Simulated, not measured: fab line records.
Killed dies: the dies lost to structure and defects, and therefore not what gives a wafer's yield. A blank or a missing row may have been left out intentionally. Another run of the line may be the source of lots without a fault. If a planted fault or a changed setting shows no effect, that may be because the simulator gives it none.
Chamber matching + flow n5Finfet + N5_BEOL_M15_ETCH_57 on rieDiel-02: 4 sister chambers
The step etches SOC in N2/H2, time 750 s. 4 wafers are shown with their chamber, then 11 later ones without.

## WAFERS, EACH WITH ITS CHAMBER
| wafer  | chamber | showerheadPlenumPTorr (Torr) |
|--------|---------|------------------------------|
| L091.1 | 3       | 2.70                         |
| L091.2 | 1       | 2.56                         |
| L091.4 | 2       | 2.63                         |
| L092.2 | 0       | 2.56                         |

## WAFERS WHOSE CHAMBER IS MISSING
| wafer  | showerheadPlenumPTorr (Torr) |
|--------|------------------------------|
| L092.4 | 2.56                         |
| L092.5 | 2.63                         |
| L094.4 | 2.70                         |
| L094.5 | 2.63                         |
| L094.6 | 2.56                         |
| L095.1 | 2.69                         |
| L095.3 | 2.63                         |
| L095.6 | 2.63                         |
| L096.1 | 2.62                         |
| L096.3 | 2.56                         |
| L096.4 | 2.69                         |

## WHICH CHAMBER EACH ONE RAN IN
| wafer  | from the rows above     | in truth |
|--------|-------------------------|----------|
| L092.4 | can't be placed: 0 or 1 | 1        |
| L092.5 | 2                       | 2        |
| L094.4 | 3                       | 3        |
| L094.5 | 2                       | 2        |
| L094.6 | can't be placed: 0 or 1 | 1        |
| L095.1 | 3                       | 3        |
| L095.3 | 2                       | 2        |
| L095.6 | 2                       | 2        |
| L096.1 | 2                       | 2        |
| L096.3 | can't be placed: 0 or 1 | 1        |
| L096.4 | 3                       | 3        |
8 of 11 placed correctly. Can't be placed from these rows: 3 (the true chamber is among the candidates in 3). Number placed wrongly: 0.
How it was worked out, from the rows above alone: a wafer's distance from a chamber is the root of the sum, over the readings, of the square of ((its reading less the chamber's mean) divided by the reading's scatter). The wafer belongs to the nearest chamber; if the next one is less than 2 further off, it can't be placed. A chamber's mean is the mean of its shown wafers. The scatter: with one shown wafer a chamber, the root of the mean of the squares of how far each hidden wafer lies from its nearest shown one.
